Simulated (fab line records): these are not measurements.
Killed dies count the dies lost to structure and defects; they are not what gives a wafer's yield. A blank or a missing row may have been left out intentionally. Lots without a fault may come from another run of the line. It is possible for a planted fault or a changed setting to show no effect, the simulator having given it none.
Chamber matching -- flow nand-harc -- rie-diel-03 running NHARC_P_GATE_ETCH_104: 4 sister chambers
The step etches the open film in CF4/CHF3, target depth 60 nm. 4 wafers are shown with their chamber, then 8 later ones without.

== WAFERS, EACH WITH ITS CHAMBER ==
wafer,chamber,showerhead-plenum-p-Torr (Torr)
L876.4,3,1.49
L879.3,1,1.54
L879.4,2,1.69
L880.1,0,1.69

== WAFERS WHOSE CHAMBER IS MISSING ==
wafer,showerhead-plenum-p-Torr (Torr)
L880.2,1.49
L880.3,1.69
L884.1,1.69
L884.2,1.69
L884.5,1.54
L888.4,1.54
L888.5,1.48
L888.6,1.68

== CHAMBER TAKEN BY EACH ==
wafer,from the rows above,in truth
L880.2,3,3
L880.3,can't be placed: 0 or 2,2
L884.1,can't be placed: 0 or 2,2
L884.2,can't be placed: 0 or 2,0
L884.5,1,1
L888.4,1,1
L888.5,3,3
L888.6,can't be placed: 0 or 2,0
4 of 8 placed correctly. Unplaceable from these rows: 4, with the true chamber sitting among the candidates in 4. Wrongly placed: 0.
How it was worked out, from the rows above alone: a wafer's distance from a chamber is the root of the sum, over the readings, of the square of ((its reading less the chamber's mean) divided by the reading's scatter). The wafer belongs to the nearest chamber; if the next one is less than 2 further off, it can't be placed. For every chamber, the mean is computed from those of its wafers that are shown. The scatter (one wafer shown for each chamber): square how far every hidden wafer sits from the nearest shown wafer, average those squares and take the square root.
